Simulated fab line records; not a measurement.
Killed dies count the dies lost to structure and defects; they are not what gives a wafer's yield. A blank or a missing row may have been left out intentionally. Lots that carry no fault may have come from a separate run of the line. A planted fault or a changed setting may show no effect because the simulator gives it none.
The tool behind it: which one?    flow nand_harc    Sampling: 24 lots, 72 wafers, 5 of 1159 route steps

## WHAT EACH GAUGE READ, for each wafer
NHARC_A_BLC_CD_MEAS_19. Usual: cd_nm 100.0 nm, standard deviation 2.2.
lot   measured      on         cd_nm (nm)         flag
L076  day 17 14:34  cd_sem-01  102.1 98.9 99.8    
L074  day 17 23:40  cd_sem-03  98.9 96.6 99.3     
L075  day 18 04:47  cd_sem-01  101.1 96.4 103.5   
L078  day 18 05:56  cd_sem-02  101.7 101.2 96.7   
L077  day 18 15:20  cd_sem-01  99.8 100.9 103.1   
L079  day 18 18:22  cd_sem-03  101.1 101.5 102.7  
L080  day 18 19:04  cd_sem-02  100.6 103.0 97.8   
L081  day 19 03:25  cd_sem-02  100.8 98.2 101.9   
L082  day 19 07:30  cd_sem-01  100.5 101.1 100.6  
L084  day 19 17:19  cd_sem-02  99.6 99.3 99.9     
L083  day 19 18:51  cd_sem-03  100.5 97.5 94.8    
L087  day 20 02:03  cd_sem-03  103.6 101.3 102.5  
L086  day 20 06:15  cd_sem-02  94.7 98.9 102.1    
L085  day 20 13:59  cd_sem-01  102.7 96.9 101.3   
L090  day 20 19:29  cd_sem-02  103.4 102.0 100.4  
L089  day 20 22:21  cd_sem-02  101.6 98.8 101.0   
L088  day 21 13:45  cd_sem-03  103.8 103.9 102.0  
L092  day 21 15:01  cd_sem-01  99.4 100.3 99.9    
L091  day 22 01:01  cd_sem-03  101.1 99.5 101.4   
L094  day 22 01:46  cd_sem-01  100.0 101.9 102.6  
L093  day 22 02:17  cd_sem-01  98.3 96.7 95.1     
L095  day 22 06:47  cd_sem-03  96.0 98.7 98.6     
L096  day 22 15:35  cd_sem-03  97.6 97.7 100.2    
L097  day 22 19:46  cd_sem-03  99.8 101.6 99.6    

NHARC_A_M1_CD_MEAS_09: the cd target is 120 nm. Usual: cd_nm 119.7 nm, standard deviation 0.63.
lot   measured      on         cd_nm (nm)         flag
L076  day 18 06:54  cd_sem-02  119.4 119.3 119.9  
L074  day 18 08:42  cd_sem-01  119.5 119.3 119.2  
L075  day 18 11:56  cd_sem-01  119.2 119.5 120.2  
L078  day 18 14:04  cd_sem-03  120.0 121.2 120.5  
L077  day 18 22:26  cd_sem-01  120.5 120.6 119.2  
L079  day 19 01:17  cd_sem-02  118.5 119.0 120.7  
L080  day 19 03:41  cd_sem-02  119.8 119.5 119.7  
L081  day 19 14:07  cd_sem-02  119.7 119.6 119.6  
L082  day 19 19:49  cd_sem-02  118.3 119.4 119.6  
L084  day 20 01:14  cd_sem-03  119.4 119.2 119.8  
L083  day 20 02:01  cd_sem-01  118.9 119.5 119.8  
L087  day 20 13:17  cd_sem-03  119.5 119.9 120.0  
L086  day 20 16:44  cd_sem-02  120.0 119.6 119.7  
L085  day 20 23:38  cd_sem-01  119.8 120.5 119.7  
L090  day 21 03:04  cd_sem-01  120.2 119.5 119.6  
L089  day 21 06:02  cd_sem-03  120.2 119.1 119.2  
L088  day 22 03:25  cd_sem-03  119.4 119.7 118.0  
L092  day 22 03:44  cd_sem-02  120.5 120.0 119.8  
L091  day 22 08:18  cd_sem-01  120.0 120.4 119.9  
L094  day 22 08:58  cd_sem-03  119.7 119.2 119.3  
L093  day 22 09:24  cd_sem-02  119.7 119.4 120.2  
L095  day 22 13:59  cd_sem-02  119.0 120.7 119.6  
L096  day 23 02:20  cd_sem-01  119.7 119.9 120.6  
L097  day 23 08:04  cd_sem-01  120.8 118.7 119.7  

## WHAT TOOL EACH LOT RAN ON (gives the tool, then ch and the chambers of the sampled wafers, and finally the start)
lot   NHARC_A_CONTACT_ALD_18               NHARC_A_M0_DESCUM_14                NHARC_A_M0_ETCH_15
L076  ald_metal-03 ch 0,1,2, day 16 23:02  rie_diel-03 ch 0,1,3, day 18 02:20  rie_diel-03 ch 0,2,3, day 18 06:54 or earlier
L074  ald_metal-02 ch 0,1,3, day 17 10:27  rie_diel-03 ch 0,1,3, day 18 04:41  rie_diel-05 ch 0,1,3, day 18 08:42 or earlier
L075  ald_metal-04 ch 0,1, day 17 17:11    rie_diel-05 ch 0,2, day 18 07:53    rie_diel-05 ch 0,1,3, day 18 11:56 or earlier
L078  ald_metal-02 ch 0,1, day 18 02:50    rie_diel-08 ch 0,1,3, day 18 09:04  rie_diel-08 ch 2,3, day 18 14:04 or earlier
L077  ald_metal-04 ch 2,3, day 18 11:01    rie_diel-03 ch 2,3, day 18 18:32    rie_diel-03 ch 0,3, day 18 22:26 or earlier
L079  ald_metal-03 ch 1,2,3, day 18 12:08  rie_diel-08 ch 0,2,3, day 18 21:20  rie_diel-08 ch 0,2,3, day 19 01:17 or earlier
L080  ald_metal-04 ch 0,2,3, day 18 13:27  rie_diel-05 ch 1,2, day 18 23:46    rie_diel-05 ch 0,2,3, day 19 03:41 or earlier
L081  ald_metal-04 ch 1,2,3, day 18 20:19  rie_diel-08 ch 2,3, day 19 10:10    rie_diel-08 ch 2,3, day 19 14:07 or earlier
L082  ald_metal-03 ch 0,2,3, day 19 00:09  rie_diel-03 ch 0,2,3, day 19 15:25  rie_diel-03 ch 0,3, day 19 19:49 or earlier
L084  ald_metal-03 ch 0,2,3, day 19 12:29  rie_diel-03 ch 0,1,2, day 19 21:20  rie_diel-03 ch 0,1,2, day 20 01:14 or earlier
L083  ald_metal-04 ch 0,2,3, day 19 15:42  rie_diel-03 ch 1,2,3, day 19 21:52  rie_diel-03 ch 0,1,2, day 20 02:01 or earlier
L087  ald_metal-03 ch 1,3, day 19 22:54    rie_diel-08 ch 0,2,3, day 20 09:25  rie_diel-08 ch 0,1,3, day 20 13:17 or earlier
L086  ald_metal-02 ch 0,1,2, day 20 02:19  rie_diel-05 ch 0,2, day 20 12:43    rie_diel-05 ch 1,2, day 20 16:44 or earlier
L085  ald_metal-04 ch 0,1,2, day 20 08:28  rie_diel-08 ch 0,1, day 20 19:18    rie_diel-08 ch 2,3, day 20 23:38 or earlier
L090  ald_metal-03 ch 0,1,2, day 20 13:05  rie_diel-05 ch 0,1,2, day 20 23:07  rie_diel-05 ch 0,2,3, day 21 03:04 or earlier
L089  ald_metal-04 ch 0,2,3, day 20 19:19  rie_diel-03 ch 0,3, day 21 01:47    rie_diel-03 ch 0,1, day 21 06:02 or earlier
L088  ald_metal-02 ch 0,2,3, day 21 07:23  rie_diel-05 ch 0,2,3, day 21 23:25  rie_diel-05 ch 1,2,3, day 22 03:25 or earlier
L092  ald_metal-04 ch 2,3, day 21 08:35    rie_diel-05 ch 0,2,3, day 21 23:40  rie_diel-05 ch 0,2, day 22 03:44 or earlier
L091  ald_metal-02 ch 0,1,2, day 21 17:25  rie_diel-03 ch 0,1,3, day 22 04:14  rie_diel-03 ch 2,3, day 22 08:18 or earlier
L094  ald_metal-04 ch 0,3, day 21 21:50    rie_diel-05 ch 1,3, day 22 05:00    rie_diel-05 ch 1,3, day 22 08:58 or earlier
L093  ald_metal-02 ch 1,3, day 21 22:56    rie_diel-05 ch 0,2,3, day 22 05:22  rie_diel-05 ch 0,2, day 22 09:24 or earlier
L095  ald_metal-02 ch 0,1,3, day 22 03:37  rie_diel-08 ch 0,2, day 22 09:46    rie_diel-08 ch 0,2,3, day 22 13:59 or earlier
L096  ald_metal-03 ch 0,2,3, day 22 08:29  rie_diel-03 ch 0,1,2, day 22 22:25  rie_diel-03 ch 1,2, day 23 02:20 or earlier
L097  ald_metal-03 ch 0,1,2, day 22 13:48  rie_diel-03 ch 1,2,3, day 23 02:51  rie_diel-03 ch 0,1,3, day 23 08:04 or earlier
- NHARC_A_CONTACT_ALD_18: deposits TiN, target thk 3 nm, pulse time 1 s, ald cycles 150.
- NHARC_A_M0_DESCUM_14: chemistry O2, time 3 s.
- NHARC_A_M0_ETCH_15: etches the open film in C4F8/Ar, target depth 150 nm, overetch 15 nm, time 82.5 s.

## AS READ BY THE TOOLS THEMSELVES (means over the sampled wafers that have a number; for cases with no such wafer, the mark the record gives instead)
NHARC_A_CONTACT_ALD_18. Usual: heater_power_w 1094 W, standard deviation 92; precursor_pulse_height_rel 0.999, standard deviation 0.021.
lot   tool          heater_power_w (W)  precursor_pulse_height_rel  flag
L076  ald_metal-03  1108                1.012                       
L074  ald_metal-02  1083                0.998                       
L075  ald_metal-04  1079                1.019                       
L078  ald_metal-02  1049                1.012                       
L077  ald_metal-04  1124                0.998                       
L079  ald_metal-03  1018                1.000                       
L080  ald_metal-04  1114                0.993                       
L081  ald_metal-04  1094                1.008                       
L082  ald_metal-03  1116                1.018                       
L084  ald_metal-03  1128                0.996                       
L083  ald_metal-04  1113                1.009                       
L087  ald_metal-03  1043                1.011                       
L086  ald_metal-02  1065                1.003                       
L085  ald_metal-04  1076                1.006                       
L090  ald_metal-03  1113                0.987                       
L089  ald_metal-04  1127                1.000                       
L088  ald_metal-02  1115                1.004                       
L092  ald_metal-04  1130                0.987                       
L091  ald_metal-02  1039                0.968                       
L094  ald_metal-04  1157                0.990                       
L093  ald_metal-02  1125                0.985                       
L095  ald_metal-02  1102                1.026                       
L096  ald_metal-03  1103                0.989                       
L097  ald_metal-03  1090                1.013                       

NHARC_A_M0_DESCUM_14. Usual: for chamber_pressure_mTorr, 60.00 mTorr with a standard deviation of 0.052; for drypump_motor_current_A, 5.6 A with a standard deviation of 0.65; for o2_flow_sccm, 200.0 sccm with a standard deviation of 0.63; for oes_product_au, 1.001 a.u. with a standard deviation of 0.011; for rf_vpp_V, 58.0 V with a standard deviation of 0.81; for showerhead_plenum_p_Torr, 1.96 Torr with a standard deviation of 0.065; for throttle_valve_pct, 11.310 % with a standard deviation of 0.0093.
lot   tool         chamber_pressure_mTorr (mTorr)  drypump_motor_current_A (A)  o2_flow_sccm (sccm)  oes_product_au (a.u.)  rf_vpp_V (V)  showerhead_plenum_p_Torr (Torr)  throttle_valve_pct (%)  flag
L076  rie_diel-03  60.00                           5.2                          200.2                0.997                  58.0          1.96                             11.316                  
L074  rie_diel-03  60.00                           5.2                          200.6                1.005                  58.2          1.96                             11.303                  
L075  rie_diel-05  60.00                           5.1                          199.7                1.008                  58.4          2.02                             11.306                  
L078  rie_diel-08  59.99                           5.7                          199.5                0.998                  57.4          1.89                             11.309                  
L077  rie_diel-03  59.95                           5.5                          200.4                1.008                  59.0          1.97                             11.299                  
L079  rie_diel-08  59.99                           5.9                          199.5                0.992                  57.9          1.93                             11.311                  
L080  rie_diel-05  60.04                           5.4                          199.8                1.005                  58.0          2.01                             11.309                  
L081  rie_diel-08  59.98                           5.7                          200.5                0.992                  58.1          1.96                             11.305                  
L082  rie_diel-03  60.01                           5.3                          199.7                1.006                  58.4          1.98                             11.317                  
L084  rie_diel-03  59.98                           5.4                          200.1                1.008                  57.9          2.00                             11.311                  
L083  rie_diel-03  60.03                           5.4                          200.1                1.010                  57.6          1.95                             11.312                  
L087  rie_diel-08  59.96                           5.9                          200.5                0.990                  57.4          1.93                             11.311                  
L086  rie_diel-05  60.02                           5.1                          200.0                1.010                  58.1          2.02                             11.304                  
L085  rie_diel-08  60.04                           5.9                          200.4                0.998                  57.5          1.90                             11.311                  
L090  rie_diel-05  60.07                           5.8                          199.6                0.995                  58.0          1.97                             11.307                  
L089  rie_diel-03  60.01                           5.0                          200.0                1.006                  58.1          1.99                             11.317                  
L088  rie_diel-05  60.01                           5.7                          199.7                0.995                  58.4          1.97                             11.311                  
L092  rie_diel-05  59.97                           5.8                          200.1                0.998                  57.5          1.97                             11.305                  
L091  rie_diel-03  59.96                           5.1                          200.0                1.009                  58.2          1.95                             11.318                  
L094  rie_diel-05  59.99                           6.6                          200.5                0.989                  57.7          1.91                             11.319                  
L093  rie_diel-05  60.04                           5.8                          199.4                1.009                  57.8          1.97                             11.312                  
L095  rie_diel-08  60.05                           6.1                          199.9                0.996                  57.6          1.94                             11.312                  
L096  rie_diel-03  60.01                           5.4                          199.8                1.001                  58.4          2.00                             11.311                  
L097  rie_diel-03  60.04                           5.4                          199.7                1.002                  57.9          1.94                             11.308                  

NHARC_A_M0_ETCH_15. Usual: chamber_pressure_mTorr 24.999 mTorr, standard deviation 0.022; oes_product_au 0.945 a.u., standard deviation 0.027; rf_vpp_V 442.1 V, standard deviation 2.1.
lot   tool         chamber_pressure_mTorr (mTorr)  oes_product_au (a.u.)  rf_vpp_V (V)  flag
L076  rie_diel-03  25.022                          0.982                  442.8         
L074  rie_diel-05  24.992                          1.001                  440.9         
L075  rie_diel-05  24.999                          0.974                  441.8         
L078  rie_diel-08  24.991                          0.917                  442.7         
L077  rie_diel-03  24.983                          0.935                  443.7         
L079  rie_diel-08  24.992                          0.914                  441.6         
L080  rie_diel-05  25.002                          0.942                  441.9         
L081  rie_diel-08  25.000                          0.958                  441.6         
L082  rie_diel-03  24.998                          0.978                  440.7         
L084  rie_diel-03  24.987                          0.971                  443.5         
L083  rie_diel-03  24.988                          0.964                  443.8         
L087  rie_diel-08  24.991                          0.962                  440.6         
L086  rie_diel-05  25.014                          0.916                  442.2         
L085  rie_diel-08  24.972                          0.906                  443.1         
L090  rie_diel-05  25.001                          0.928                  442.4         
L089  rie_diel-03  25.019                          0.928                  443.2         
L088  rie_diel-05  25.010                          0.920                  443.0         
L092  rie_diel-05  24.982                          0.928                  444.3         
L091  rie_diel-03  24.982                          0.983                  441.1         
L094  rie_diel-05  25.002                          0.910                  439.9         
L093  rie_diel-05  24.979                          0.921                  442.5         
L095  rie_diel-08  24.996                          0.953                  441.4         
L096  rie_diel-03  24.995                          0.931                  442.7         
L097  rie_diel-03  25.006                          0.948                  442.1         

## THE ANSWER, worked out from the rows above alone
Rule: a lot counts as off when the mean over its wafers that have a number is more than 3 standard deviations away from the usual mean. Also off: a lot with no number at a reading for which 4 or more lots have one. The other lots that the step has rows for count as sound. After the gauges, taken in route order, come the tools' own readings; for these a lot's mean is taken, as printed above. The first step at which some lot is off is used, and at that step the reading that is off furthest; a lot without a number counts as furthest.
No lot is off on any of the readings shown, so nothing can be concluded from this.

## WHAT HAD BEEN PUT IN BY THE SIMULATOR
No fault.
